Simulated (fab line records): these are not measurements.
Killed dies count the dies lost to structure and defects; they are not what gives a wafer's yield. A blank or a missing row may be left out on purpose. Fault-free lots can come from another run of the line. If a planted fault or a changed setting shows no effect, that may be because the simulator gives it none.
3 desks, one fault || flow n5Finfet || only its own numbers are on each desk; what lay behind them is given at the end

FOR THE TOOL OWNER'S DESK: rieDiel-03
The tool's own readings at N5_BEOL_M7_DESCUM_33 (chemistry O2, time 7 s): means of the sampled wafers that have a number, for each lot that ran on this tool. Marked OUT: a lot whose mean sits more than 4 standard deviations from the usual mean, which makes it out of limits; the brackets give that distance.
Columns: A = biasPowerW at N5_BEOL_M7_DESCUM_33, usual 20.00 W; B = drypumpMotorCurrentA at N5_BEOL_M7_DESCUM_33, usual 5.40 A; C = oesProductAu at N5_BEOL_M7_DESCUM_33, usual 0.80 a.u.; D = rfVppV at N5_BEOL_M7_DESCUM_33, usual 243.4 V; E = showerheadPlenumPTorr at N5_BEOL_M7_DESCUM_33, usual 2.10 Torr; F = throttleValvePct at N5_BEOL_M7_DESCUM_33, usual 20.34 %
{"lot": "L178", "first seen here": "day 11 08:54", "A": 20.02, "B": 5.22, "C": 0.77, "D": 242.6, "E": 2.09, "F": 20.49}
{"lot": "L186", "first seen here": "day 13 04:31", "A": 20.04, "B": 5.45, "C": 0.80, "D": 242.5, "E": 2.13, "F": 20.30}
{"lot": "L188", "first seen here": "day 13 11:45", "A": 19.98, "B": 5.13, "C": 0.93, "D": 244.4, "E": 2.12, "F": 20.21}
{"lot": "L192", "first seen here": "day 14 08:49", "A": 19.96, "B": 5.61, "C": 0.72, "D": 243.4, "E": 2.13, "F": 20.36}
{"lot": "L193", "first seen here": "day 14 22:37", "A": 19.99, "B": 5.54, "C": 0.79, "D": 242.7, "E": 2.08, "F": 20.24}
This desk found nothing out of limits on any of the 5 lots.

THE DEFECT DESK
Inspection counts along the route, by lot: the mean over sampled wafers that carry a number. Marked OUT: a lot whose mean sits more than 4 standard deviations from the usual mean, which makes it out of limits; the brackets give that distance.
Columns: A = rawDefectCount at N5_BEOL_M7_INSPECT_30, usual 417
{"lot": "L177", "first seen here": "day 11 05:21", "A": 397}
{"lot": "L178", "first seen here": "day 11 08:39", "A": 382}
{"lot": "L182", "first seen here": "day 11 17:10", "A": 436}
{"lot": "L186", "first seen here": "day 13 04:15", "A": 381}
{"lot": "L188", "first seen here": "day 13 11:33", "A": 364}
{"lot": "L192", "first seen here": "day 14 08:47", "A": 587}
{"lot": "L193", "first seen here": "day 14 22:35", "A": 321}
This desk found nothing out of limits on any of the 7 lots.

THE METROLOGY DESK
Means of the sampled wafers that have a number, per lot and without regard to the tool the lot ran on: this is what the gauges read. Marked OUT: a lot whose mean sits more than 4 standard deviations from the usual mean, which makes it out of limits; the brackets give that distance.
Columns: A = cdNm at N5_BEOL_M7_CD_MEAS_28, usual 39.98 nm; B = V6_OVL at N5_BEOL_M7_OVL_MEAS_29, usual -0.5 nm
{"lot": "L177", "first seen here": "day 11 05:16", "A": 39.94, "B": -1.5}
{"lot": "L178", "first seen here": "day 11 08:34", "A": 40.01, "B": -0.2}
{"lot": "L182", "first seen here": "day 11 17:05", "A": 40.13, "B": -0.8}
{"lot": "L186", "first seen here": "day 13 04:10", "A": 39.91, "B": -0.6}
{"lot": "L188", "first seen here": "day 13 11:28", "A": 39.78, "B": -0.3}
{"lot": "L192", "first seen here": "day 14 08:42", "A": 40.01, "B": -0.2}
{"lot": "L193", "first seen here": "day 14 22:29", "A": 39.78, "B": -0.2}
This desk found nothing out of limits on any of the 7 lots.

ALL TOGETHER
The tool owner's desk saw nothing out of limits.
The defect desk saw nothing out of limits.
At the metrology desk, nothing out of limits was observed.

WHAT THE SIMULATOR HAD INSERTED
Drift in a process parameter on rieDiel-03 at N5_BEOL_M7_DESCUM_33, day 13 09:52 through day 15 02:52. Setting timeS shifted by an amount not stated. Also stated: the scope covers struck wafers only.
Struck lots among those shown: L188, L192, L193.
